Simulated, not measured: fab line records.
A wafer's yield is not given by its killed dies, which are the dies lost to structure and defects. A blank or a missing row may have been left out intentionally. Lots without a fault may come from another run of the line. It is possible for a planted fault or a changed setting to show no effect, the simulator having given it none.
Lot-split experiment / flow n5 finfet / 7 lots, 39 wafers read, on a route of 1938 steps

== THE SPLIT ITSELF ==
At N5_PASSIVATION_AL_DEP_21 (deposits Al, target thk 2800 nm, time 170 s), the setting target thk a was moved away from the recipe's 28000 angstrom on 15 of the 39 wafers read, by +32.0% to +59.3%. For the rest of the wafers, this setting stayed at what the recipe calls for.

== FROM THE SPLIT TO THE READING: what the file shows between them, 4 steps ==
- N5_PASSIVATION_HMDS_23: time 60 s
- N5_PASSIVATION_COAT_24
- N5_PASSIVATION_DESCUM_32: chemistry O2, time 7.9 s
- N5_PASSIVATION_AL_ETCH_33: etches Al in Cl2/BCl3, stops on TaN, target depth 2800 nm, time 466.7 s

== THE READING ==
oes product au, in a.u., at N5_PASSIVATION_ETCH_59 (etches TaN in Cl2/BCl3, target depth 65 nm, time 34.9 s). Fault-free wafers of this fab line usually give 0.75 a.u., standard deviation 0.1 a.u.

wafer=L074.1; tool, chamber at the split=pvd sputter-01, -; target thk a as run, angstrom=44610; against the recipe=+59.3%; oes product au, a.u.=0.22; against lot-mates on the recipe=-0.48
wafer=L074.2; tool, chamber at the split=pvd sputter-01, -; target thk a as run, angstrom=44610; against the recipe=+59.3%; oes product au, a.u.=0.18; against lot-mates on the recipe=-0.52
wafer=L074.3; tool, chamber at the split=pvd sputter-01, -; target thk a as run, angstrom=28000; against the recipe=recipe; oes product au, a.u.=0.80; against lot-mates on the recipe=-
wafer=L074.4; tool, chamber at the split=pvd sputter-01, -; target thk a as run, angstrom=28000; against the recipe=recipe; oes product au, a.u.=0.64; against lot-mates on the recipe=-
wafer=L074.5; tool, chamber at the split=pvd sputter-01, -; target thk a as run, angstrom=44610; against the recipe=+59.3%; oes product au, a.u.=0.22; against lot-mates on the recipe=-0.48
wafer=L074.6; tool, chamber at the split=pvd sputter-01, -; target thk a as run, angstrom=28000; against the recipe=recipe; oes product au, a.u.=0.65; against lot-mates on the recipe=-
wafer=L078.1; tool, chamber at the split=pvd sputter-01, -; target thk a as run, angstrom=28000; against the recipe=recipe; oes product au, a.u.=0.65; against lot-mates on the recipe=-
wafer=L078.2; tool, chamber at the split=pvd sputter-01, -; target thk a as run, angstrom=28000; against the recipe=recipe; oes product au, a.u.=0.80; against lot-mates on the recipe=-
wafer=L078.3; tool, chamber at the split=pvd sputter-01, -; target thk a as run, angstrom=28000; against the recipe=recipe; oes product au, a.u.=0.65; against lot-mates on the recipe=-
wafer=L078.4; tool, chamber at the split=pvd sputter-01, -; target thk a as run, angstrom=28000; against the recipe=recipe; oes product au, a.u.=0.80; against lot-mates on the recipe=-
wafer=L078.5; tool, chamber at the split=pvd sputter-01, -; target thk a as run, angstrom=28000; against the recipe=recipe; oes product au, a.u.=0.80; against lot-mates on the recipe=-
wafer=L078.6; tool, chamber at the split=pvd sputter-01, -; target thk a as run, angstrom=28000; against the recipe=recipe; oes product au, a.u.=0.64; against lot-mates on the recipe=-
wafer=L087.1; tool, chamber at the split=pvd sputter-02, -; target thk a as run, angstrom=28000; against the recipe=recipe; oes product au, a.u.=0.64; against lot-mates on the recipe=-
wafer=L087.2; tool, chamber at the split=pvd sputter-02, -; target thk a as run, angstrom=36950; against the recipe=+32.0%; oes product au, a.u.=0.21; against lot-mates on the recipe=-0.48
wafer=L087.3; tool, chamber at the split=pvd sputter-02, -; target thk a as run, angstrom=28000; against the recipe=recipe; oes product au, a.u.=0.64; against lot-mates on the recipe=-
wafer=L087.4; tool, chamber at the split=pvd sputter-02, -; target thk a as run, angstrom=28000; against the recipe=recipe; oes product au, a.u.=0.78; against lot-mates on the recipe=-
wafer=L087.5; tool, chamber at the split=pvd sputter-02, -; target thk a as run, angstrom=36950; against the recipe=+32.0%; oes product au, a.u.=0.17; against lot-mates on the recipe=-0.52
wafer=L087.6; tool, chamber at the split=pvd sputter-02, -; target thk a as run, angstrom=36950; against the recipe=+32.0%; oes product au, a.u.=0.22; against lot-mates on the recipe=-0.47
wafer=L090.1; tool, chamber at the split=pvd sputter-03, -; target thk a as run, angstrom=28000; against the recipe=recipe; oes product au, a.u.=0.93; against lot-mates on the recipe=-
wafer=L090.2; tool, chamber at the split=pvd sputter-03, -; target thk a as run, angstrom=28000; against the recipe=recipe; oes product au, a.u.=0.88; against lot-mates on the recipe=-
wafer=L090.6; tool, chamber at the split=pvd sputter-03, -; target thk a as run, angstrom=28000; against the recipe=recipe; oes product au, a.u.=0.94; against lot-mates on the recipe=-
wafer=L091.1; tool, chamber at the split=pvd sputter-02, -; target thk a as run, angstrom=43010; against the recipe=+53.6%; oes product au, a.u.=0.25; against lot-mates on the recipe=-0.65
wafer=L091.2; tool, chamber at the split=pvd sputter-02, -; target thk a as run, angstrom=43010; against the recipe=+53.6%; oes product au, a.u.=0.24; against lot-mates on the recipe=-0.66
wafer=L091.3; tool, chamber at the split=pvd sputter-02, -; target thk a as run, angstrom=28000; against the recipe=recipe; oes product au, a.u.=0.89; against lot-mates on the recipe=-
wafer=L091.4; tool, chamber at the split=pvd sputter-02, -; target thk a as run, angstrom=28000; against the recipe=recipe; oes product au, a.u.=0.93; against lot-mates on the recipe=-
wafer=L091.5; tool, chamber at the split=pvd sputter-02, -; target thk a as run, angstrom=28000; against the recipe=recipe; oes product au, a.u.=0.89; against lot-mates on the recipe=-
wafer=L091.6; tool, chamber at the split=pvd sputter-02, -; target thk a as run, angstrom=43010; against the recipe=+53.6%; oes product au, a.u.=0.25; against lot-mates on the recipe=-0.65
wafer=L093.1; tool, chamber at the split=pvd sputter-03, -; target thk a as run, angstrom=28000; against the recipe=recipe; oes product au, a.u.=0.72; against lot-mates on the recipe=-
wafer=L093.2; tool, chamber at the split=pvd sputter-03, -; target thk a as run, angstrom=41800; against the recipe=+49.3%; oes product au, a.u.=0.19; against lot-mates on the recipe=-0.51
wafer=L093.3; tool, chamber at the split=pvd sputter-03, -; target thk a as run, angstrom=28000; against the recipe=recipe; oes product au, a.u.=0.71; against lot-mates on the recipe=-
wafer=L093.4; tool, chamber at the split=pvd sputter-03, -; target thk a as run, angstrom=41800; against the recipe=+49.3%; oes product au, a.u.=0.18; against lot-mates on the recipe=-0.52
wafer=L093.5; tool, chamber at the split=pvd sputter-03, -; target thk a as run, angstrom=41800; against the recipe=+49.3%; oes product au, a.u.=0.20; against lot-mates on the recipe=-0.50
wafer=L093.6; tool, chamber at the split=pvd sputter-03, -; target thk a as run, angstrom=28000; against the recipe=recipe; oes product au, a.u.=0.68; against lot-mates on the recipe=-
wafer=L095.1; tool, chamber at the split=pvd sputter-02, -; target thk a as run, angstrom=28000; against the recipe=recipe; oes product au, a.u.=0.68; against lot-mates on the recipe=-
wafer=L095.2; tool, chamber at the split=pvd sputter-02, -; target thk a as run, angstrom=40680; against the recipe=+45.3%; oes product au, a.u.=0.19; against lot-mates on the recipe=-0.50
wafer=L095.3; tool, chamber at the split=pvd sputter-02, -; target thk a as run, angstrom=28000; against the recipe=recipe; oes product au, a.u.=0.71; against lot-mates on the recipe=-
wafer=L095.4; tool, chamber at the split=pvd sputter-02, -; target thk a as run, angstrom=40680; against the recipe=+45.3%; oes product au, a.u.=0.18; against lot-mates on the recipe=-0.51
wafer=L095.5; tool, chamber at the split=pvd sputter-02, -; target thk a as run, angstrom=28000; against the recipe=recipe; oes product au, a.u.=0.68; against lot-mates on the recipe=-
wafer=L095.6; tool, chamber at the split=pvd sputter-02, -; target thk a as run, angstrom=40680; against the recipe=+45.3%; oes product au, a.u.=0.20; against lot-mates on the recipe=-0.49

FIT RESULTS
A straight line over all 39 wafers: oes product au changes by -0.0108 a.u. for each +1% of target thk a; r = -0.92; the points scatter about the line by 0.11 a.u.
The same after taking each lot's own level away (the mean of its wafers on the recipe; 39 wafers): -0.0106 a.u. for each +1%; r = -0.96; scatter 0.077 a.u.
The reading moves by 0.63 a.u. for the largest change in target thk a, on that fit.
Measured against the standard deviation above, the lots' own levels, which go from 0.687 to 0.917 a.u., span 2.3 times it.
Hence the lot-to-lot level has little effect on the slope; both slopes agree.
Check: -0.653 a.u. against its lot-mates is what the line predicts for one of the wafers moved furthest among these (+59.3%) when that wafer is left out of the fit. Against them it came out at -0.477 a.u.

== THE WHOLE CHAIN: every reading that the file lists as answering this split, in the file's order ==
step=N5_PASSIVATION_AL_DEP_21; what it does=deposits Al, target thk 2800 nm, time 170 s; reading=Al_of_PASSIVATION_AL_DEP_21.thk nm (the simulator's own value, which no gauge read); change (the file's fit)=+28 nm for each +1% of the setting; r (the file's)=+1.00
step=N5_PASSIVATION_ETCH_59; what it does=etches TaN in Cl2/BCl3, target depth 65 nm, time 34.9 s; reading=oes product au; change (the file's fit)=-0.0107 a.u. for each +1% of the setting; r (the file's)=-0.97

== THE FILE'S OWN FIT ==
oes product au changes by -0.0107 a.u. for each +1% of target thk a, r = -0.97.
